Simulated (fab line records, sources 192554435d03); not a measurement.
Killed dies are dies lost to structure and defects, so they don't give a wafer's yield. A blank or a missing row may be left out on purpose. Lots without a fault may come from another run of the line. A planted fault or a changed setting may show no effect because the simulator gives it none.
fab line records | flow n5_finfet
record lots=9 wafers=27 last_day=19
route steps=1938 shown BEOL_M1@786 BEOL_M4@1111
lots that met no fault: from a run of the same line without faults
start_h: hours from the record's first day to the start of the lot's first wafer shown | wait_h: hours since the lot's step before | " the same as in the row above | L1.1+2: a row that stands for several wafers | - no value, or no start given | * or withheld: withheld | < > ~ a bound
route shown NAME@n: a module of which the file shows steps, and the number in the route of the first | usual: mean/standard deviation of fault-free wafers | same: alike in all rows | chamber/n: place in a boat | sites: the reading at each site | _std_site: their standard deviation | _edge_site: outer sites' mean less inner sites' | radius_mm: how far each site lies from the wafer's centre | mask NAME#n: copy n | behind: the tool/chamber that last shaped the wafer | hold: why the lot was held/for how many hours/how that ended | device: the transistor (n, p or np) that didn't switch | end of line: the same wafers' tests at the end of the route | a step without rows: its recipe alone | killed: dies lost to structure and defects at the first sort, not the wafer's yield | map: a wafer's dies, x killed, . not, _ none there
set.NAME: the setting as run; set.NAME@STEP: as run at that earlier step | model.NAME: the simulator's own value behind a step, which no gauge read
steps of the route over a sample of lots; a table a step, a row a wafer
services: from which hour (start_h, from the record's first day; less than 0 if before it) a tool's chamber was out of use, for how many hours, and why
## steps
# step N5_BEOL_M1_CD_MEAS_28
# recipe landing_energy_ev=500 detector=se_inlens target_cd_y_nm=23.3
# usual cd_nm=23.95/0.25
# columns lot.wafer tool chamber start_h wait_h cd_nm
L100.3 cd_sem-01 0 128.07 - 24.24
L100.5 " 0 " " 23.84
L100.6 " 0 " " 23.89
L101.2 cd_sem-03 0 136.68 - 23.46
L101.4 " 0 " " 23.82
L101.5 " 0 " " 23.66
L105.1 cd_sem-02 0 158.40 - 24.27
L105.3 " 0 " " 24.27
L105.4 " 0 " " 24.07
L113.1 cd_sem-01 0 206.02 - 24.10
L113.3 " 0 " " 23.74
L113.5 " 0 " " 23.98
L116.1 cd_sem-01 0 219.86 - 24.09
L116.2 " 0 " " 23.83
L116.4 " 0 " " 23.75
L117.1 cd_sem-01 0 231.84 - 23.75
L117.2 " 0 " " 23.83
L117.6 " 0 " " 23.68
L118.1 cd_sem-02 0 235.49 - 23.83
L118.3 " 0 " " 23.63
L118.6 " 0 " " 23.81
L119.1 cd_sem-01 0 238.71 - 24.35
L119.3 " 0 " " 24.20
L119.4 " 0 " " 24.20
L122.2 cd_sem-03 0 260.05 - 23.77
L122.5 " 0 " " 23.77
L122.6 " 0 " " 23.84
# step N5_BEOL_M1_VIA_ETCH_34
# recipe chemistry=C4F6/O2 target_depth_a=678 mask_material=SOC pressure_mtorr=15 ion_energy_ev=250 taper_deg=4 time_s=64.4 source_w=350 bias_w=170 Ar_flow_sccm=300 C4F6_flow_sccm=10 O2_flow_sccm=10
# usual bias_w=170.1/0.53 drypump_motor_current_A=5.9/0.41 oes_o_777_au=0.76/0.061 oes_product_au=0.77/0.061 rf_vpp_V=666/4.2 showerhead_plenum_p_Torr=2.87/0.071 throttle_valve_pct=30.77/0.21
# columns lot.wafer tool chamber start_h wait_h bias_w drypump_motor_current_A oes_o_777_au oes_product_au rf_hours_counter_h rf_vpp_V showerhead_plenum_p_Torr throttle_valve_pct
L100.3 rie_diel-04 2 131.03 0.0 169.3 6.5 0.74 0.74 190 665 2.82 30.57
L100.5 " 0 " " 169.9 5.5 0.87 0.87 - 670 3.00 30.47
L100.6 " 3 " " 169.9 6.5 0.72 0.72 - 661 2.84 30.69
L101.2 rie_diel-03 0 138.08 0.0 170.0 6.4 0.75 0.75 191 665 2.81 30.62
L101.4 " 3 " " 170.7 5.6 0.70 0.71 - 675 2.82 30.74
L101.5 " 1 " " 170.4 6.0 0.92 0.91 - 664 2.78 30.58
L105.1 rie_diel-04 1 161.99 0.0 170.3 6.1 0.75 0.76 139 665 2.84 30.88
L105.3 " 2 " " 169.9 6.5 0.73 0.72 198 664 2.82 30.57
L105.4 " 3 " " 170.0 6.4 0.72 0.71 169 659 2.84 30.74
L113.1 rie_diel-04 3 214.84 0.0 160.8 6.5 0.70 0.68 184 629 2.83 30.74
L113.3 " 0 " " 159.0 5.4 0.84 0.83 73 639 2.99 30.52
L113.5 " 2 " " 160.2 6.5 0.72 0.72 - 633 2.81 30.58
L116.1 rie_diel-04 0 223.55 0.0 160.4 5.4 0.84 0.83 75 641 2.98 30.52
L116.2 " 3 " " 160.0 6.5 0.70 0.69 187 629 2.83 30.75
L116.4 " 1 " " 160.3 6.1 0.74 0.74 158 635 2.83 30.88
L117.1 rie_diel-04 2 236.62 0.0 159.5 6.5 0.71 0.71 218 633 2.81 30.57
L117.2 " 0 " " 160.3 5.4 0.84 0.82 79 640 2.98 30.51
L117.6 " 3 " " 160.1 6.5 0.70 0.69 - 629 2.83 30.76
L118.1 rie_diel-05 2 244.65 0.0 170.3 5.7 0.71 0.70 219 671 2.91 30.90
L118.3 " 1 " " 169.6 5.8 0.72 0.71 186 662 2.94 30.77
L118.6 " 2 " " 170.6 5.7 0.71 0.70 - 671 2.91 30.91
L119.1 rie_diel-05 3 247.76 0.0 169.1 5.7 0.82 0.83 72 671 2.99 30.76
L119.3 " 0 " " 169.6 5.2 0.77 0.79 106 664 2.87 31.24
L119.4 " 1 " " 170.0 5.8 0.72 0.72 187 660 2.94 30.79
L122.2 rie_diel-05 3 267.02 0.0 170.4 5.7 0.81 0.81 78 670 2.98 30.78
L122.5 " 2 " " 168.9 5.7 0.71 0.70 - 669 2.91 30.92
L122.6 " 3 " " 170.4 5.7 0.82 0.82 - 669 2.98 30.76
# step N5_BEOL_M1_STRIP_36
# recipe chemistry=N2/H2 power_w=450 temp_c=40 pressure_mtorr=20 rf_frequency_hz=6e+07 overash_fraction=0.3 bias_power_w=7 h2_frac=0.5 n2_flow_sccm=200 h2_flow_sccm=200
# usual bias_power_w=7.000/0.021 drypump_motor_current_A=5.9/0.41 oes_product_au=0.77/0.061 rf_vpp_V=59.3/1.6 showerhead_plenum_p_Torr=2.57/0.069 throttle_valve_pct=23.76/0.2
# columns lot.wafer tool chamber start_h wait_h bias_power_w drypump_motor_current_A oes_product_au rf_hours_counter_h rf_vpp_V showerhead_plenum_p_Torr throttle_valve_pct
L100.3 rie_diel-04 2 131.08 0.0 6.992 6.5 0.75 190 60.7 2.53 23.68
L100.5 " 0 " " 7.008 5.4 0.87 - 59.3 2.70 23.46
L100.6 " 3 " " 7.039 6.4 0.71 - 59.3 2.54 23.65
L101.2 rie_diel-03 0 138.13 0.0 7.012 6.4 0.73 191 60.0 2.51 23.54
L101.4 " 3 " " 7.040 5.6 0.71 - 59.1 2.52 23.63
L101.5 " 1 " " 6.938 6.0 0.90 - 61.1 2.49 23.78
L105.1 rie_diel-04 1 162.05 0.0 6.999 6.2 0.75 139 58.0 2.54 23.90
L105.3 " 2 " " 6.985 6.5 0.74 198 60.0 2.53 23.74
L105.4 " 3 " " 7.009 6.5 0.72 169 56.5 2.53 23.67
L113.1 rie_diel-04 3 214.90 0.0 7.051 6.4 0.70 184 56.9 2.53 23.68
L113.3 " 0 " " 7.006 5.4 0.83 73 57.9 2.68 23.46
L113.5 " 2 " " 7.005 6.5 0.73 - 61.8 2.52 23.74
L116.1 rie_diel-04 0 223.61 0.0 6.980 5.4 0.83 75 62.4 2.68 23.45
L116.2 " 3 " " 6.977 6.5 0.69 187 61.1 2.53 23.69
L116.4 " 1 " " 7.015 6.2 0.74 158 56.9 2.54 23.93
L117.1 rie_diel-04 2 236.68 0.0 6.996 6.5 0.71 218 59.9 2.52 23.75
L117.2 " 0 " " 7.043 5.4 0.84 79 62.0 2.68 23.46
L117.6 " 3 " " 7.010 6.4 0.70 - 56.6 2.52 23.70
L118.1 rie_diel-05 2 244.71 0.0 7.011 5.8 0.72 219 59.2 2.61 23.85
L118.3 " 1 " " 7.025 5.8 0.72 186 60.1 2.63 23.65
L118.6 " 2 " " 7.031 5.7 0.72 - 61.2 2.61 23.85
L119.1 rie_diel-05 3 247.82 0.0 7.003 5.7 0.82 72 57.3 2.69 23.74
L119.3 " 0 " " 7.033 5.2 0.78 106 57.9 2.55 24.22
L119.4 " 1 " " 7.012 5.8 0.72 187 58.4 2.63 23.67
L122.2 rie_diel-05 3 267.08 0.0 7.009 5.8 0.83 78 61.0 2.69 23.75
L122.5 " 2 " " 6.983 5.7 0.71 - 59.2 2.61 23.88
L122.6 " 3 " " 6.955 5.7 0.83 - 57.9 2.69 23.73
# step N5_BEOL_M1_STRIP_97
# recipe chemistry=N2/H2 time_s=10 power_w=450 temp_c=40 pressure_mtorr=20 rf_frequency_hz=6e+07 bias_power_w=7 n2_flow_sccm=200 h2_flow_sccm=200
# usual bias_power_w=7.000/0.02 drypump_motor_current_A=5.9/0.41 oes_product_au=0.77/0.06 rf_vpp_V=59.2/0.77 showerhead_plenum_p_Torr=2.57/0.069 throttle_valve_pct=23.76/0.2
# columns lot.wafer tool chamber start_h wait_h bias_power_w drypump_motor_current_A oes_product_au rf_hours_counter_h rf_vpp_V showerhead_plenum_p_Torr throttle_valve_pct
L100.3 rie_diel-04 2 - - 6.975 6.5 0.74 190 58.3 2.53 23.70
L100.5 " 0 " " 7.030 5.4 0.87 - 59.4 2.70 23.44
L100.6 " 3 " " 7.026 6.5 0.71 - 58.2 2.54 23.65
L101.2 rie_diel-03 0 - - 6.962 6.4 0.74 191 59.3 2.51 23.55
L101.4 " 3 " " 6.996 5.6 0.71 - 60.1 2.52 23.62
L101.5 " 1 " " 6.998 6.0 0.91 - 59.0 2.49 23.77
L105.1 rie_diel-04 1 - - 6.980 6.2 0.76 139 58.8 2.55 23.90
L105.3 " 2 " " 6.999 6.5 0.73 198 58.9 2.53 23.72
L105.4 " 3 " " 7.005 6.4 0.72 169 58.1 2.53 23.65
L113.1 rie_diel-04 3 - - 6.979 6.5 0.69 184 58.3 2.53 23.67
L113.3 " 0 " " 7.012 5.4 0.84 73 59.7 2.68 23.48
L113.5 " 2 " " 6.974 6.5 0.73 - 59.6 2.52 23.74
L116.1 rie_diel-04 0 - - 7.011 5.5 0.83 76 59.2 2.68 23.48
L116.2 " 3 " " 6.988 6.5 0.69 187 58.6 2.53 23.68
L116.4 " 1 " " 6.993 6.2 0.75 158 58.3 2.54 23.91
L117.1 rie_diel-04 2 - - 6.994 6.5 0.72 218 58.1 2.52 23.74
L117.2 " 0 " " 6.992 5.4 0.83 79 59.1 2.68 23.48
L117.6 " 3 " " 7.004 6.5 0.70 - 60.5 2.52 23.68
L118.1 rie_diel-05 2 - - 7.029 5.7 0.72 220 60.2 2.61 23.85
L118.3 " 1 " " 7.035 5.8 0.72 186 59.2 2.63 23.66
L118.6 " 2 " " 7.003 5.7 0.71 - 59.3 2.61 23.86
L119.1 rie_diel-05 3 - - 7.028 5.7 0.82 72 59.7 2.69 23.76
L119.3 " 0 " " 7.012 5.3 0.78 106 59.0 2.56 24.23
L119.4 " 1 " " 7.016 5.8 0.72 187 59.2 2.63 23.67
L122.2 rie_diel-05 3 - - 7.019 5.7 0.82 78 58.8 2.69 23.76
L122.5 " 2 " " 6.973 5.7 0.71 - 59.8 2.61 23.85
L122.6 " 3 " " 6.991 5.7 0.82 - 59.6 2.69 23.75
# step N5_BEOL_M4_RC_MEAS_101
# usual DIBL_N=36.1/1.3 DIBL_P=36.1/1.7 IOFF_N=0.154/0.022 IOFF_P=0.201/0.024 ION_N=675/8.9 ION_P=462/5.9 SS_N=71.5/0.49 SS_P=73.3/0.58 VT_N=250.0/2.7 VT_P=-251.3/2.7
# columns lot.wafer tool chamber start_h wait_h DIBL_N[mV/V] DIBL_P[mV/V] IOFF_N[nA/um] IOFF_P[nA/um] ION_N[uA/um] ION_P[uA/um] SS_N[mV/dec] SS_P[mV/dec] VT_N[mV] VT_P[mV]
L100.3 prober-02 0 170.07 0.3 34.0 33.8 0.133 0.171 662 449 71.7 72.9 250.9 -255.2
L100.5 " 0 " " 33.7 33.7 0.128 0.170 672 464 71.9 73.1 254.0 -254.0
L100.6 " 0 " " 33.8 33.5 0.129 0.167 662 456 71.2 72.6 252.7 -255.0
L101.2 prober-01 0 170.57 0.2 36.8 37.7 0.168 0.185 678 452 72.2 73.7 250.7 -254.7
L101.4 " 0 " " 36.0 36.4 0.146 0.172 662 452 71.3 73.7 251.7 -253.2
L101.5 " 0 " " 37.6 38.3 0.165 0.184 676 448 72.1 73.5 250.3 -254.9
L105.1 prober-01 0 199.47 0.0 35.3 36.2 0.149 0.205 684 467 71.1 72.6 248.5 -249.8
L105.3 " 0 " " 35.0 35.3 0.136 0.181 676 468 70.5 72.9 251.2 -249.1
L105.4 " 0 " " 35.2 35.5 0.145 0.195 682 468 70.8 73.2 248.5 -248.5
L113.1 prober-02 0 261.64 0.0 36.6 35.2 0.166 0.215 678 455 71.7 73.0 246.1 -251.5
L113.3 " 0 " " 36.9 35.6 0.167 0.219 681 465 71.5 73.0 246.6 -250.9
L113.5 " 0 " " 36.5 35.4 0.162 0.207 685 461 71.4 73.1 246.0 -250.9
L117.1 prober-02 0 284.72 0.0 36.0 36.7 0.141 0.183 668 455 70.9 73.6 250.3 -252.3
L117.2 " 0 " " 36.6 36.9 0.141 0.189 667 456 71.6 73.5 252.9 -256.0
L117.6 " 0 " " 34.9 35.4 0.122 0.162 659 453 70.7 72.5 253.9 -256.0
L116.1 prober-02 0 287.81 0.0 36.5 37.5 0.156 0.221 674 468 71.2 73.8 251.3 -248.6
L116.2 " 0 " " 36.1 37.5 0.160 0.216 676 470 72.1 72.7 251.1 -247.2
L116.4 " 0 " " 35.8 37.1 0.146 0.205 665 464 72.0 72.9 253.0 -247.0
L118.1 prober-01 0 289.51 0.0 35.4 35.5 0.150 0.197 676 465 71.8 72.6 249.4 -252.2
L118.3 " 0 " " 34.2 33.2 0.120 0.163 666 456 71.3 72.9 252.3 -252.5
L118.6 " 0 " " 36.5 36.5 0.167 0.208 680 468 72.3 73.0 248.5 -249.7
L119.1 prober-02 0 293.24 0.0 38.8 38.7 0.206 0.234 693 465 72.0 74.5 246.4 -251.8
L119.3 " 0 " " 38.5 38.0 0.195 0.228 696 471 71.5 74.8 247.9 -251.2
L119.4 " 0 " " 36.1 35.9 0.144 0.182 675 458 71.0 73.2 250.5 -255.0
L122.2 prober-01 0 322.61 0.2 35.0 35.5 0.129 0.156 667 456 71.1 73.3 251.5 -255.6
L122.5 " 0 " " 35.0 36.1 0.136 0.168 678 460 71.8 72.9 249.9 -253.4
L122.6 " 0 " " 35.9 36.4 0.141 0.169 677 462 72.3 73.3 250.5 -256.6
## services
# columns tool chamber start_h hours kind
rie_diel-05 - 140.08 0.4 repair
rie_diel-03 1 235.73 2.8 repair
rie_diel-03 - 252.66 2.8 pm
rie_diel-04 3 264.39 11.2 repair
## key
first_sign step=N5_BEOL_M1_VIA_ETCH_34 reading=bias_w direction=down sigmas=19 usual=* struck=*
effect step=N5_BEOL_M1_VIA_ETCH_34 reading=rf_vpp_V direction=down sigmas=7.6 usual=666 struck=634
met_at N5_BEOL_M1_VIA_ETCH_34
struck_lots L113,L116,L117
not_acting_at N5_BEOL_M1_CD_MEAS_28,N5_BEOL_M1_STRIP_36,N5_BEOL_M1_STRIP_97
onset_between 161.99 214.84
fault kind=process_parameter_drift tool=rie_diel-04 chamber=- onset_h=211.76 steps=N5_BEOL_M1_VIA_ETCH_34 channel=bias_w offset=* shape=step end_h=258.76 acts_in=* stated=*
